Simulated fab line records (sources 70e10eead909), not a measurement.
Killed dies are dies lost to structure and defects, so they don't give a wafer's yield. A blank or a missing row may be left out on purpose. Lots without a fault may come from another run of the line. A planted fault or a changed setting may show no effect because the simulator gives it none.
Chamber matching | flow nand-harc | NHARC_A_ZERO_WELL_ETCH_13 on rie-si-03 has 4 sister chambers
The step etches the open film in HBr/Cl2, target depth 120 nm, time 40.1 s. 16 wafers are shown with their chamber, then 8 later ones without.

WAFERS, EACH WITH ITS CHAMBER
wafer  | chamber | drypump-motor-current-A (A) | oes-product-au (a.u.) | throttle-valve-pct (%)
L074.1 | 1       | 5.0                         | 1.005                 | 26.404
L074.3 | 3       | 4.9                         | 0.992                 | 26.403
L074.6 | 3       | 4.9                         | 0.984                 | 26.412
L076.4 | 1       | 5.0                         | 1.014                 | 26.395
L076.5 | 2       | 6.3                         | 0.997                 | 26.400
L076.6 | 0       | 5.1                         | 0.980                 | 26.415
L078.1 | 0       | 5.1                         | 0.977                 | 26.421
L078.3 | 3       | 4.9                         | 0.990                 | 26.401
L078.5 | 1       | 5.1                         | 1.021                 | 26.393
L081.1 | 3       | 5.0                         | 0.983                 | 26.394
L081.4 | 1       | 5.0                         | 1.006                 | 26.404
L081.5 | 3       | 5.0                         | 0.989                 | 26.419
L083.2 | 2       | 6.2                         | 1.002                 | 26.397
L083.3 | 3       | 5.0                         | 0.986                 | 26.389
L083.6 | 3       | 4.9                         | 0.984                 | 26.414
L089.2 | 1       | 5.0                         | 1.005                 | 26.400

SIGNATURES (averages over the wafers above)
reading                 | chamber 0 | chamber 1 | chamber 2 | chamber 3 | scatter within a chamber
drypump-motor-current-A | 5.100     | 5.020     | 6.250     | 4.943     | 0.0501
oes-product-au          | 0.97850   | 1.01020   | 0.99950   | 0.98686   | 0.00494
throttle-valve-pct      | 26.41800  | 26.39920  | 26.39850  | 26.40457  | 0.0084
Rule: a wafer's distance from a chamber is the root of the sum, over the readings, of the square of ((its reading less the chamber's mean) divided by the reading's scatter). If the next closest chamber is less than 2 further off than the closest, the wafer can't be placed; otherwise it belongs to the closest. The scatter: take each reading less its chamber's mean, square it, sum over the shown wafers, divide by the number of wafers less the number of chambers, and take the root.

WAFERS MISSING THEIR CHAMBER
wafer  | drypump-motor-current-A (A) | oes-product-au (a.u.) | throttle-valve-pct (%)
L089.4 | 5.2                         | 0.971                 | 26.415
L089.5 | 5.0                         | 1.006                 | 26.392
L091.1 | 5.0                         | 0.991                 | 26.404
L091.4 | 6.3                         | 0.995                 | 26.421
L091.5 | 5.0                         | 1.010                 | 26.400
L096.2 | 6.2                         | 1.010                 | 26.404
L096.3 | 5.1                         | 0.982                 | 26.383
L096.5 | 6.3                         | 1.003                 | 26.406

EACH ONE'S CHAMBER
wafer  | from the rows above     | in truth
L089.4 | 0                       | 0
L089.5 | 1                       | 1
L091.1 | 3                       | 3
L091.4 | 2                       | 2
L091.5 | 1                       | 1
L096.2 | 2                       | 2
L096.3 | can't be placed: 3 or 0 | 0
L096.5 | 2                       | 2
Correct placement for 7 of the 8. These rows do not allow placing 1 (true chamber among the candidates in 1). 0 placed wrongly.
